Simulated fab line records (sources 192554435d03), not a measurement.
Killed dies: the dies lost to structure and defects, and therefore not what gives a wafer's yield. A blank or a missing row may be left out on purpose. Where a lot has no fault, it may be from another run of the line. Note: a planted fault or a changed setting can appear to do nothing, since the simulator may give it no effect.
fab line records	flow n5Finfet
record lots=24	wafers=72	lastDay=19
route steps=1938 shown BEOL_M6@1214 BEOL_M7@1278
lots that met no fault: taken from a fault-free run of the same line
startH: hours from the record's first day to the start of the lot's first wafer shown	waitH: hours elapsed since this lot's preceding step	" unchanged from the row above	L1.1+2: a single row standing in for several wafers	- value missing, or start not given	* or withheld: withheld	< > ~ a bound
route shown NAME@n: names a module that has steps shown in the file, with the first one's number in the route	usual: mean/standard deviation taken from wafers without a fault	same: alike in all rows	chamber/n: place in a boat	sites: per-site readings	_std_site: how widely they spread, as a standard deviation	_edge_site: the outer-site mean with the inner-site mean subtracted	radiusMm: how far each site lies from the wafer's centre	mask NAME#n: copy n	behind: the tool/chamber that last shaped the wafer	hold: cause of the lot's hold/its duration in hours/its outcome	device: the transistor (n, p or np) that didn't switch	end of line: the same wafers' tests at the end of the route	a step given without rows: its recipe and nothing more	killed: at the first sort, the dies lost to defects and structure; wafer yield is something else	map: dies across one wafer; x = killed, . = not, _ = none there
set.NAME: the setting as run; set.NAME@STEP: as run at that earlier step	model.NAME: the simulator's own value behind a step, which no gauge read
steps of the route over a sample of lots; a table a step, a row a wafer
services: when a tool's chamber went out of use (startH, in hours from the record's first day, below 0 if earlier), for how many hours, and the reason
## steps
# step N5_BEOL_M6_STRIP_67
# recipe chemistry=CF4	resist=SiARC	powerW=300	biasPowerW=75	pressureMtorr=50	cf4FlowSccm=150	rfFrequencyHz=6e+07
# usual drypumpMotorCurrentA=5.6/0.49	oesProductAu=0.79/0.074	rfVppV=270.9/1.6	showerheadPlenumPTorr=1.78/0.067	throttleValvePct=13.57/0.15
lot.wafer	tool	chamber	startH	waitH	drypumpMotorCurrentA	oesProductAu	rfHoursCounterH	rfVppV	showerheadPlenumPTorr	throttleValvePct
L076.2	rieDiel-03	3	215.22	0.0	5.7	0.80	106	270.3	1.73	13.35
L076.3	"	2	"	"	5.6	0.82	84	269.4	1.74	13.65
L076.6	"	1	"	"	6.3	0.79	-	270.0	1.80	13.31
L074.1	rieDiel-06	3	224.55	0.0	4.9	0.91	40	272.2	1.90	13.69
L074.3	"	0	"	"	5.2	0.89	31	272.6	1.84	13.47
L074.5	"	0	"	"	5.2	0.89	-	269.7	1.84	13.47
L075.1	rieDiel-04	2	224.59	0.0	6.8	0.67	230	269.8	1.76	14.03
L075.4	"	0	"	"	5.0	0.81	106	271.1	1.72	13.54
L075.6	"	3	"	"	5.8	0.70	-	270.8	1.78	13.57
L077.2	rieDiel-06	3	228.08	0.0	5.0	0.90	42	273.0	1.90	13.66
L077.3	"	1	"	"	5.9	0.87	53	273.3	1.91	13.48
L077.4	"	0	"	"	5.3	0.89	-	273.8	1.83	13.48
L078.1	rieDiel-04	1	248.29	0.0	5.7	0.74	197	270.7	1.72	13.46
L078.3	"	0	"	"	4.9	0.79	114	268.7	1.72	13.54
L078.6	"	3	"	"	5.8	0.70	-	269.8	1.78	13.57
L080.1	rieDiel-06	1	248.94	0.0	5.9	0.86	61	272.2	1.91	13.51
L080.3	"	3	"	"	5.0	0.89	49	271.7	1.89	13.70
L080.4	"	0	"	"	5.3	0.86	42	271.5	1.83	13.49
L081.1	rieDiel-04	3	252.21	0.0	5.8	0.69	213	271.1	1.78	13.61
L081.4	"	2	"	"	6.8	0.67	240	270.2	1.76	14.05
L081.6	"	3	"	"	5.8	0.69	-	270.3	1.78	13.60
L079.2	rieDiel-06	2	252.54	0.0	5.4	0.94	6	272.1	1.83	13.33
L079.3	"	0	"	"	5.3	0.87	44	271.3	1.83	13.50
L079.5	"	0	"	"	5.3	0.87	-	271.7	1.83	13.48
L082.1	rieDiel-03	3	258.77	0.0	5.7	0.78	120	269.9	1.72	13.37
L082.3	"	0	"	"	5.1	0.76	134	272.1	1.87	13.68
L082.6	"	3	"	"	5.7	0.79	-	269.3	1.72	13.37
L083.1	rieDiel-03	0	276.61	0.0	5.2	0.76	142	273.1	1.87	13.72
L083.2	"	3	"	"	5.7	0.77	128	269.4	1.72	13.39
L083.3	"	1	"	"	6.3	0.77	131	271.0	1.80	13.33
L084.3	rieDiel-06	0	279.44	0.0	5.2	0.85	53	271.7	1.83	13.51
L084.4	"	1	"	"	5.9	0.86	72	274.2	1.90	13.52
L084.6	"	1	"	"	5.9	0.85	-	272.6	1.90	13.55
L087.1	rieDiel-03	0	287.75	0.0	5.2	0.75	145	274.2	1.87	13.72
L087.4	"	3	"	"	5.7	0.78	132	269.5	1.72	13.40
L087.5	"	1	"	"	6.3	0.77	-	271.1	1.79	13.34
L086.1	rieDiel-04	1	287.88	0.0	5.7	0.72	212	269.2	1.72	13.52
L086.4	"	3	"	"	5.8	0.68	-	269.2	1.77	13.63
L086.5	"	1	"	"	5.7	0.73	-	270.2	1.72	13.50
L085.3	rieDiel-04	1	292.61	0.0	5.7	0.73	215	270.0	1.72	13.51
L085.5	"	3	"	"	5.8	0.68	-	270.7	1.77	13.63
L085.6	"	1	"	"	5.7	0.72	-	268.3	1.72	13.51
L089.2	rieDiel-04	0	318.18	0.0	4.9	0.77	143	268.5	1.71	13.60
L089.3	"	3	"	"	5.8	0.67	240	271.1	1.77	13.66
L089.5	"	0	"	"	4.9	0.77	-	269.6	1.71	13.61
L091.1	rieDiel-06	1	322.65	0.0	5.9	0.83	85	273.6	1.90	13.53
L091.4	"	2	"	"	5.3	0.88	30	271.3	1.83	13.40
L091.6	"	1	"	"	5.9	0.83	-	272.8	1.90	13.54
L088.3	rieDiel-03	2	322.72	0.0	5.6	0.79	-	270.4	1.73	13.76
L088.5	"	2	"	"	5.6	0.78	-	269.1	1.73	13.71
L088.6	"	3	"	"	5.7	0.76	-	270.1	1.72	13.42
L090.1	rieDiel-04	1	322.79	0.0	5.7	0.72	228	269.3	1.71	13.54
L090.3	"	2	"	"	6.8	0.98	3	270.8	1.76	13.50
L090.6	"	2	"	"	6.8	0.97	-	271.1	1.76	13.49
L092.2	rieDiel-03	3	327.45	0.0	5.7	0.76	147	269.7	1.71	13.43
L092.3	"	3	"	"	5.7	0.76	-	270.1	1.71	13.43
L092.6	"	3	"	"	5.7	0.76	-	269.7	1.71	13.44
L094.3	rieDiel-04	1	330.61	0.0	5.7	0.71	231	269.1	1.71	13.55
L094.5	"	1	"	"	5.7	0.72	-	269.9	1.71	13.54
L094.6	"	0	"	"	4.9	0.77	-	269.1	1.71	13.63
L093.1	rieDiel-03	3	336.14	0.0	5.7	0.76	152	269.9	1.71	13.45
L093.3	"	2	"	"	5.6	0.78	131	268.9	1.73	13.75
L093.5	"	0	"	"	5.2	0.75	-	274.3	1.86	13.74
L095.2	rieDiel-04	2	351.78	0.0	6.8	0.93	13	271.5	1.75	13.52
L095.4	"	2	"	"	6.8	0.93	-	271.9	1.75	13.53
L095.5	"	0	"	"	4.9	0.76	-	270.7	1.71	13.64
L096.3	rieDiel-03	1	352.53	0.0	6.2	0.75	156	270.9	1.79	13.39
L096.4	"	0	"	"	5.2	0.74	161	274.1	1.86	13.75
L096.5	"	1	"	"	6.3	0.75	-	271.3	1.79	13.38
L097.1	rieDiel-03	0	356.18	0.0	5.2	0.74	162	272.7	1.86	13.76
L097.3	"	3	"	"	5.7	0.75	155	270.2	1.71	13.45
L097.4	"	2	"	"	5.6	0.78	139	269.8	1.72	13.77
# step N5_BEOL_M6_CD_MEAS_18
# recipe pitchNm=80	targetCdNm=40
# usual cdNm=40.0/0.74
lot.wafer	tool	chamber	startH	waitH	cdNm
L076.2	cdSem-02	-	215.44	0.1	38.7
L076.3	"	-	"	"	39.6
L076.6	"	-	"	"	39.8
L074.1	cdSem-01	-	224.80	0.0	39.8
L074.3	"	-	"	"	41.1
L074.5	"	-	"	"	40.3
L075.1	cdSem-01	-	224.84	0.0	39.3
L075.4	"	-	"	"	38.7
L075.6	"	-	"	"	39.6
L077.2	cdSem-01	-	228.31	0.1	41.4
L077.3	"	-	"	"	41.8
L077.4	"	-	"	"	41.2
L078.1	cdSem-03	-	248.52	0.0	39.6
L078.3	"	-	"	"	39.5
L078.6	"	-	"	"	39.4
L080.1	cdSem-03	-	249.18	0.1	38.9
L080.3	"	-	"	"	40.0
L080.4	"	-	"	"	39.7
L081.1	cdSem-01	-	252.50	0.0	40.0
L081.4	"	-	"	"	38.5
L081.6	"	-	"	"	39.2
L079.2	cdSem-01	-	252.77	0.1	39.1
L079.3	"	-	"	"	39.4
L079.5	"	-	"	"	39.4
L082.1	cdSem-02	-	258.99	0.0	40.4
L082.3	"	-	"	"	40.3
L082.6	"	-	"	"	40.3
L083.1	cdSem-02	-	276.84	0.0	40.3
L083.2	"	-	"	"	40.1
L083.3	"	-	"	"	40.7
L084.3	cdSem-01	-	279.71	0.1	40.3
L084.4	"	-	"	"	40.7
L084.6	"	-	"	"	39.6
L087.1	cdSem-02	-	287.98	0.0	40.6
L087.4	"	-	"	"	40.2
L087.5	"	-	"	"	40.4
L086.1	cdSem-01	-	288.21	0.0	39.7
L086.4	"	-	"	"	38.8
L086.5	"	-	"	"	39.3
L085.3	cdSem-01	-	292.87	0.1	40.6
L085.5	"	-	"	"	40.5
L085.6	"	-	"	"	40.4
L089.2	cdSem-02	-	318.50	0.1	40.6
L089.3	"	-	"	"	40.0
L089.5	"	-	"	"	40.1
L091.1	cdSem-02	-	322.89	0.1	41.1
L091.4	"	-	"	"	40.7
L091.6	"	-	"	"	40.6
L090.1	cdSem-02	-	323.04	0.1	40.3
L090.3	"	-	"	"	40.8
L090.6	"	-	"	"	40.9
L088.3	cdSem-01	-	323.04	0.1	39.9
L088.5	"	-	"	"	39.7
L088.6	"	-	"	"	40.4
L092.2	cdSem-01	-	328.03	0.1	40.1
L092.3	"	-	"	"	40.2
L092.6	"	-	"	"	40.0
L094.3	cdSem-02	-	330.98	0.1	40.1
L094.5	"	-	"	"	39.0
L094.6	"	-	"	"	39.3
L093.1	cdSem-03	-	336.36	0.0	39.1
L093.3	"	-	"	"	38.9
L093.5	"	-	"	"	40.1
L095.2	cdSem-03	-	352.00	0.1	39.3
L095.4	"	-	"	"	39.2
L095.5	"	-	"	"	39.7
L096.3	cdSem-02	-	352.75	0.1	40.9
L096.4	"	-	"	"	40.0
L096.5	"	-	"	"	40.4
L097.1	cdSem-03	-	356.40	0.0	40.8
L097.3	"	-	"	"	40.4
L097.4	"	-	"	"	40.4
# step N5_BEOL_M6_INSPECT_30
# recipe mode=adi	inspectInstrument=brightfield
# usual rawDefectCount=450/130
lot.wafer	tool	chamber	startH	waitH	rawDefectCount
L076.2	defectInspect-01	-	219.63	0.0	327
L076.3	"	-	"	"	432
L076.6	"	-	"	"	411
L074.1	defectInspect-02	-	226.65	0.1	349
L074.3	"	-	"	"	361
L074.5	"	-	"	"	347
L075.1	defectInspect-02	-	226.82	0.1	806
L075.4	"	-	"	"	577
L075.6	"	-	"	"	658
L077.2	defectInspect-02	-	230.13	0.0	515
L077.3	"	-	"	"	664
L077.4	"	-	"	"	505
L078.1	defectInspect-02	-	250.21	0.1	489
L078.3	"	-	"	"	590
L078.6	"	-	"	"	674
L080.1	defectInspect-02	-	250.25	0.1	568
L080.3	"	-	"	"	592
L080.4	"	-	"	"	608
L081.1	defectInspect-02	-	254.84	0.1	456
L081.4	"	-	"	"	510
L081.6	"	-	"	"	644
L079.2	defectInspect-02	-	255.02	0.0	497
L079.3	"	-	"	"	463
L079.5	"	-	"	"	361
L082.1	defectInspect-02	-	259.41	0.1	753
L082.3	"	-	"	"	549
L082.6	"	-	"	"	586
L083.1	defectInspect-02	-	278.40	0.1	472
L083.2	"	-	"	"	445
L083.3	"	-	"	"	492
L084.3	defectInspect-02	-	281.68	0.0	475
L084.4	"	-	"	"	530
L084.6	"	-	"	"	607
L086.1	defectInspect-01	-	291.78	0.1	291
L086.4	"	-	"	"	398
L086.5	"	-	"	"	372
L087.1	defectInspect-01	-	291.98	0.1	251
L087.4	"	-	"	"	276
L087.5	"	-	"	"	371
L085.3	defectInspect-02	-	295.06	0.0	432
L085.5	"	-	"	"	526
L085.6	"	-	"	"	593
L089.2	defectInspect-01	-	321.05	0.0	380
L089.3	"	-	"	"	261
L089.5	"	-	"	"	339
L091.1	defectInspect-01	-	323.39	0.1	382
L091.4	"	-	"	"	458
L091.6	"	-	"	"	294
L090.1	defectInspect-02	-	325.83	0.1	528
L090.3	"	-	"	"	553
L090.6	"	-	"	"	669
L088.3	defectInspect-02	-	325.88	0.0	439
L088.5	"	-	"	"	517
L088.6	"	-	"	"	513
L092.2	defectInspect-02	-	329.78	0.0	475
L092.3	"	-	"	"	411
L092.6	"	-	"	"	684
L094.3	defectInspect-02	-	331.38	0.0	375
L094.5	"	-	"	"	507
L094.6	"	-	"	"	270
L093.1	defectInspect-01	-	336.75	0.1	321
L093.3	"	-	"	"	327
L093.5	"	-	"	"	358
L095.2	defectInspect-01	-	353.18	0.0	264
L095.4	"	-	"	"	419
L095.5	"	-	"	"	425
L096.3	defectInspect-01	-	355.25	0.0	429
L096.4	"	-	"	"	404
L096.5	"	-	"	"	250
L097.1	defectInspect-01	-	356.80	0.1	310
L097.3	"	-	"	"	354
L097.4	"	-	"	"	346
# step N5_BEOL_M6_THK_MEAS_53
# recipe thkMeasGauge=xrf	reads=Cu_of_BEOL_M6_ECD_50
# usual M6_THK=79.1/2
lot.wafer	tool	chamber	startH	waitH	M6_THK[nm]
L076.2	filmMetro-02	-	222.64	-	76.8
L076.3	"	-	"	"	77.3
L076.6	"	-	"	"	77.5
L074.1	filmMetro-02	-	230.39	-	83.2
L074.3	"	-	"	"	81.5
L074.5	"	-	"	"	82.1
L075.1	filmMetro-01	-	230.67	-	80.6
L075.4	"	-	"	"	77.7
L075.6	"	-	"	"	79.3
L077.2	filmMetro-02	-	232.72	-	79.2
L077.3	"	-	"	"	78.6
L077.4	"	-	"	"	81.0
L078.1	filmMetro-01	-	253.36	-	78.5
L078.3	"	-	"	"	79.8
L078.6	"	-	"	"	75.8
L080.1	filmMetro-01	-	253.41	-	79.5
L080.3	"	-	"	"	77.1
L080.4	"	-	"	"	76.8
L081.1	filmMetro-02	-	257.71	-	80.1
L081.4	"	-	"	"	78.0
L081.6	"	-	"	"	78.2
L079.2	filmMetro-02	-	258.27	-	79.2
L079.3	"	-	"	"	78.6
L079.5	"	-	"	"	79.2
L082.1	filmMetro-01	-	263.83	-	78.9
L082.3	"	-	"	"	80.0
L082.6	"	-	"	"	79.8
L083.1	filmMetro-01	-	282.22	-	78.9
L083.2	"	-	"	"	82.2
L083.3	"	-	"	"	84.0
L084.3	filmMetro-01	-	285.09	-	78.4
L084.4	"	-	"	"	79.9
L084.6	"	-	"	"	80.1
L086.1	filmMetro-01	-	294.67	-	81.8
L086.4	"	-	"	"	79.3
L086.5	"	-	"	"	83.2
L087.1	filmMetro-01	-	296.33	-	77.0
L087.4	"	-	"	"	79.1
L087.5	"	-	"	"	79.9
L085.3	filmMetro-02	-	297.77	-	80.1
L085.5	"	-	"	"	81.6
L085.6	"	-	"	"	81.2
L089.2	filmMetro-01	-	324.71	-	79.2
L089.3	"	-	"	"	76.5
L089.5	"	-	"	"	77.8
L091.1	filmMetro-02	-	327.64	-	76.4
L091.4	"	-	"	"	78.2
L091.6	"	-	"	"	75.6
L090.1	filmMetro-01	-	328.65	-	80.7
L090.3	"	-	"	"	78.8
L090.6	"	-	"	"	79.2
L088.3	filmMetro-02	-	328.98	-	79.7
L088.5	"	-	"	"	76.1
L088.6	"	-	"	"	79.2
L092.2	filmMetro-02	-	333.52	-	78.3
L092.3	"	-	"	"	81.3
L092.6	"	-	"	"	80.4
L094.3	filmMetro-01	-	334.37	-	77.9
L094.5	"	-	"	"	75.6
L094.6	"	-	"	"	77.5
L093.1	filmMetro-02	-	340.98	-	81.7
L093.3	"	-	"	"	79.3
L093.5	"	-	"	"	79.4
L095.2	filmMetro-02	-	356.97	-	77.5
L095.4	"	-	"	"	76.7
L095.5	"	-	"	"	77.4
L096.3	filmMetro-01	-	358.07	-	76.5
L096.4	"	-	"	"	76.5
L096.5	"	-	"	"	76.6
L097.1	filmMetro-01	-	361.40	0.2	79.6
L097.3	"	-	"	"	77.6
L097.4	"	-	"	"	80.5
# step N5_BEOL_M6_RS_MEAS_57
# recipe thkMeasGauge=four-point-probe	reads=Cu_of_BEOL_M6_ECD_50+Co_of_BEOL_M6_CVD_78+TaN_of_BEOL_M6_ALD_77
# usual M6_RS=0.290/0.0086
lot.wafer	tool	chamber	startH	waitH	M6_RS[ohm/sq]
L076.2	filmMetro-02	-	222.80	0.1	0.299
L076.3	"	-	"	"	0.297
L076.6	"	-	"	"	0.298
L074.1	filmMetro-01	-	230.55	0.1	0.275
L074.3	"	-	"	"	0.283
L074.5	"	-	"	"	0.280
L075.1	filmMetro-01	-	230.80	0.1	0.286
L075.4	"	-	"	"	0.298
L075.6	"	-	"	"	0.290
L077.2	filmMetro-01	-	232.88	0.1	0.290
L077.3	"	-	"	"	0.294
L077.4	"	-	"	"	0.285
L078.1	filmMetro-01	-	253.49	0.1	0.291
L078.3	"	-	"	"	0.287
L078.6	"	-	"	"	0.305
L080.1	filmMetro-01	-	253.55	0.1	0.287
L080.3	"	-	"	"	0.297
L080.4	"	-	"	"	0.299
L081.1	filmMetro-02	-	257.84	0.1	0.286
L081.4	"	-	"	"	0.296
L081.6	"	-	"	"	0.296
L079.2	filmMetro-02	-	258.41	0.1	0.290
L079.3	"	-	"	"	0.294
L079.5	"	-	"	"	0.290
L082.1	filmMetro-02	-	263.96	0.1	0.288
L082.3	"	-	"	"	0.284
L082.6	"	-	"	"	0.286
L083.1	filmMetro-02	-	282.35	0.1	0.291
L083.2	"	-	"	"	0.277
L083.3	"	-	"	"	0.271
L084.3	filmMetro-01	-	285.22	0.1	0.293
L084.4	"	-	"	"	0.288
L084.6	"	-	"	"	0.286
L086.1	filmMetro-01	-	294.80	0.1	0.275
L086.4	"	-	"	"	0.285
L086.5	"	-	"	"	0.271
L087.1	filmMetro-01	-	296.46	0.1	0.294
L087.4	"	-	"	"	0.286
L087.5	"	-	"	"	0.282
L085.3	filmMetro-01	-	297.91	0.1	0.286
L085.5	"	-	"	"	0.282
L085.6	"	-	"	"	0.282
L089.2	filmMetro-02	-	324.85	0.1	0.287
L089.3	"	-	"	"	0.298
L089.5	"	-	"	"	0.294
L091.1	filmMetro-01	-	327.77	0.1	0.306
L091.4	"	-	"	"	0.298
L091.6	"	-	"	"	0.311
L090.1	filmMetro-01	-	328.78	0.1	0.281
L090.3	"	-	"	"	0.289
L090.6	"	-	"	"	0.287
L088.3	filmMetro-01	-	329.11	0.1	0.284
L088.5	"	-	"	"	0.299
L088.6	"	-	"	"	0.286
L092.2	filmMetro-01	-	333.65	0.1	0.294
L092.3	"	-	"	"	0.283
L092.6	"	-	"	"	0.284
L094.3	filmMetro-02	-	334.53	0.1	0.292
L094.5	"	-	"	"	0.304
L094.6	"	-	"	"	0.294
L093.1	filmMetro-02	-	341.11	0.1	0.284
L093.3	"	-	"	"	0.293
L093.5	"	-	"	"	0.292
L095.2	filmMetro-01	-	357.10	0.1	0.299
L095.4	"	-	"	"	0.302
L095.5	"	-	"	"	0.299
L096.3	filmMetro-01	-	358.20	0.1	0.297
L096.4	"	-	"	"	0.297
L096.5	"	-	"	"	0.296
L097.1	filmMetro-02	-	361.56	0.1	0.290
L097.3	"	-	"	"	0.301
L097.4	"	-	"	"	0.285
# step N5_BEOL_M7_INSPECT_13
# recipe mode=adi	inspectInstrument=brightfield
# usual rawDefectCount=442/120
lot.wafer	tool	chamber	startH	waitH	rawDefectCount
L076.2	defectInspect-01	-	227.49	0.0	413
L076.3	"	-	"	"	374
L076.6	"	-	"	"	322
L074.1	defectInspect-02	-	231.91	0.0	598
L074.3	"	-	"	"	523
L074.5	"	-	"	"	505
L075.1	defectInspect-01	-	234.46	0.0	872
L075.4	"	-	"	"	829
L075.6	"	-	"	"	572
L077.2	defectInspect-01	-	235.18	0.0	346
L077.3	"	-	"	"	324
L077.4	"	-	"	"	313
L078.1	defectInspect-01	-	256.13	0.0	261
L078.3	"	-	"	"	445
L078.6	"	-	"	"	362
L080.1	defectInspect-02	-	256.31	0.0	475
L080.3	"	-	"	"	503
L080.4	"	-	"	"	497
L081.1	defectInspect-01	-	260.59	0.0	388
L081.4	"	-	"	"	405
L081.6	"	-	"	"	293
L079.2	defectInspect-02	-	260.76	0.0	501
L079.3	"	-	"	"	547
L079.5	"	-	"	"	563
L082.1	defectInspect-02	-	267.29	0.0	604
L082.3	"	-	"	"	539
L082.6	"	-	"	"	608
L083.1	defectInspect-02	-	284.53	0.0	782
L083.2	"	-	"	"	655
L083.3	"	-	"	"	661
L084.3	defectInspect-02	-	287.92	0.0	394
L084.4	"	-	"	"	380
L084.6	"	-	"	"	361
L086.1	defectInspect-02	-	296.68	0.0	333
L086.4	"	-	"	"	419
L086.5	"	-	"	"	374
L087.1	defectInspect-01	-	299.43	0.0	216
L087.4	"	-	"	"	266
L087.5	"	-	"	"	280
L085.3	defectInspect-02	-	299.60	0.0	363
L085.5	"	-	"	"	505
L085.6	"	-	"	"	413
L089.2	defectInspect-02	-	327.42	0.0	607
L089.3	"	-	"	"	393
L089.5	"	-	"	"	555
L091.1	defectInspect-02	-	330.16	0.0	437
L091.4	"	-	"	"	575
L091.6	"	-	"	"	504
L090.1	defectInspect-01	-	330.81	0.0	414
L090.3	"	-	"	"	358
L090.6	"	-	"	"	389
L088.3	defectInspect-02	-	331.73	0.0	589
L088.5	"	-	"	"	694
L088.6	"	-	"	"	533
L092.2	defectInspect-01	-	336.05	0.0	480
L092.3	"	-	"	"	509
L092.6	"	-	"	"	344
L094.3	defectInspect-01	-	336.71	0.0	333
L094.5	"	-	"	"	439
L094.6	"	-	"	"	272
L093.1	defectInspect-01	-	342.78	0.0	432
L093.3	"	-	"	"	303
L093.5	"	-	"	"	555
L095.2	defectInspect-01	-	358.66	0.0	370
L095.4	"	-	"	"	297
L095.5	"	-	"	"	392
L096.3	defectInspect-02	-	361.18	0.0	443
L096.4	"	-	"	"	359
L096.5	"	-	"	"	453
L097.1	defectInspect-01	-	365.29	0.0	384
L097.3	"	-	"	"	407
L097.4	"	-	"	"	304
## services
tool	chamber	startH	hours	kind
rieDiel-06	-	202.66	1.0	repair
rieDiel-06	2	215.81	-	clean
rieDiel-06	2	215.81	-	consumableReplace:focusRing
rieDiel-06	2	215.81	15.1	scheduledDown
rieDiel-06	2	215.81	15.1	ventCycle
rieDiel-03	1	265.87	8.3	repair
rieDiel-04	2	281.12	-	clean
rieDiel-04	2	281.12	-	consumableReplace:focusRing
rieDiel-04	2	281.12	32.3	scheduledDown
rieDiel-04	2	281.12	32.3	ventCycle
rieDiel-03	0	314.36	19.1	repair
rieDiel-03	1	319.35	9.5	repair
rieDiel-06	0	335.30	4.4	repair
rieDiel-03	3	338.59	11.0	repair
rieDiel-04	3	341.90	-	clean
rieDiel-04	3	341.90	-	consumableReplace:focusRing
rieDiel-04	3	341.90	15.6	scheduledDown
rieDiel-04	3	341.90	15.6	ventCycle
## key
fault none
